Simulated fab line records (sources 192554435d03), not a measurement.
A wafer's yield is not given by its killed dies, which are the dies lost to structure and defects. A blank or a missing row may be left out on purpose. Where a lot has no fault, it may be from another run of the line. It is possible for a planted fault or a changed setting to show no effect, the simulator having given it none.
A single fault, viewed from 2 desks + flow n5Finfet + every desk sees just its own numbers, and what lay behind them comes last

## THE TOOL OWNER'S DESK: aldHk-01
The tool's own readings at N5_HKMG_FIN_ALD_74 (deposits La2O3, target thk 0.5 nm, pulse time 6 s, co reactant pulse time 1 s): means of the sampled wafers that have a number, for each lot that ran on this tool. A lot is out of limits, marked OUT, if its mean lies more than 4 standard deviations from the usual mean; the brackets give that distance.
Columns: A = heaterPowerW at N5_HKMG_FIN_ALD_74, usual 365 W; B = precursorPulseHeightRel at N5_HKMG_FIN_ALD_74, usual 1.001
| lot  | first seen here | A   | B     |
|------|-----------------|-----|-------|
| L228 | day 3 22:46     | 347 | 0.997 |
| L231 | day 4 16:29     | 339 | 0.984 |
| L236 | day 5 23:23     | 331 | 1.024 |
| L237 | day 6 05:19     | 345 | 1.005 |
| L239 | day 6 17:28     | 340 | 1.001 |
| L242 | day 7 11:56     | 344 | 0.995 |
| L248 | day 8 23:59     | 338 | 1.006 |
Finding of this desk: none of the 7 lots has anything out of limits.

## AT THE METROLOGY DESK
Lot by lot, what the gauges showed, no matter which tool ran the lot: averages of those sampled wafers that carry a number. A lot is out of limits, marked OUT, if its mean lies more than 4 standard deviations from the usual mean; the brackets give that distance. It has 16 readings, of which 7 appear: the earliest out of limits, and the ones furthest out on some lot.
Columns: A = IOFF_P at N5_BEOL_M4_RC_MEAS_101, usual 0.211 nA/um; B = IOFF_P_85C at N5_BEOL_M4_RC_MEAS_101, usual 3.7 nA/um; C = IOFF_P_LIN at N5_BEOL_M4_RC_MEAS_101, usual 0.101 nA/um; D = IOFF_P_LONG at N5_BEOL_M4_RC_MEAS_101, usual 0.000107 nA/um; E = VT_N_LVT at N5_BEOL_M4_RC_MEAS_101, usual 98.6 mV; F = VT_P at N5_BEOL_M4_RC_MEAS_101, usual -250.2 mV; G = VT_P_LONG at N5_BEOL_M4_RC_MEAS_101, usual -275.1 mV
| lot  | first seen here | A                       | B              | C                       | D                          | E               | F                | G                |
|------|-----------------|-------------------------|----------------|-------------------------|----------------------------|-----------------|------------------|------------------|
| L228 | day 8 12:28     | 0.216                   | 3.7            | 0.102                   | 0.000113                   | 96.6            | -247.7           | -274.5           |
| L229 | day 8 12:33     | 0.185                   | 3.3            | 0.091                   | 0.000099                   | 101.8           | -253.2           | -277.3           |
| L231 | day 8 20:37     | 0.181                   | 3.2            | 0.087                   | 0.000096                   | 99.4            | -252.8           | -278.6           |
| L236 | day 10 23:10    | 0.245                   | 4.2            | 0.113                   | 0.000113                   | 96.5            | -246.8           | -274.6           |
| L237 | day 11 06:32    | 0.205                   | 3.6            | 0.100                   | 0.000108                   | 99.0            | -248.9           | -273.3           |
| L239 | day 11 22:39    | 0.211                   | 3.6            | 0.100                   | 0.000108                   | 101.7           | -250.4           | -275.0           |
| L242 | day 12 06:23    | 3.916 (+99 or more) OUT | 40.6 (+95) OUT | 1.779 (+99 or more) OUT | 0.001444 (+99 or more) OUT | 175.9 (+32) OUT | -169.6 (+28) OUT | -195.9 (+32) OUT |
| L243 | day 12 17:10    | 0.197                   | 3.4            | 0.094                   | 0.000099                   | 99.1            | -250.7           | -276.1           |
| L244 | day 13 03:13    | 0.259                   | 4.5            | 0.124                   | 0.000133                   | 96.3            | -241.9           | -268.2           |
| L248 | day 13 11:25    | 2.308 (+81) OUT         | 26.3 (+58) OUT | 1.117 (+99 or more) OUT | 0.000950 (+99 or more) OUT | 151.5 (+22) OUT | -199.5 (+17) OUT | -222.6 (+21) OUT |
This desk finds L242, L248 out of limits, with the earliest case on L242 at day 12 07:57 (IOFF_P at N5_BEOL_M4_RC_MEAS_101). L228, L229, L231, L236, L237, L239, L243, L244: within limits.

## PUT TOGETHER
An alarm was possible from the metrology desk at day 12 07:57, on L242, L248.
The tool owner's desk saw nothing out of limits.
Tool owner's desk: L242, L248 on record, inside its limits.
All the named lots went through N5_HKMG_FIN_ALD_74 on aldHk-01.

## WHAT WAS PUT IN BY THE SIMULATOR
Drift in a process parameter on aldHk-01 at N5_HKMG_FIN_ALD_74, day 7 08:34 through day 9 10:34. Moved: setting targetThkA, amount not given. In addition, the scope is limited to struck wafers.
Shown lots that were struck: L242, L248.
Per desk, hours elapsed from the start of the fault to the first reading out of limits: for the metrology desk, 119.
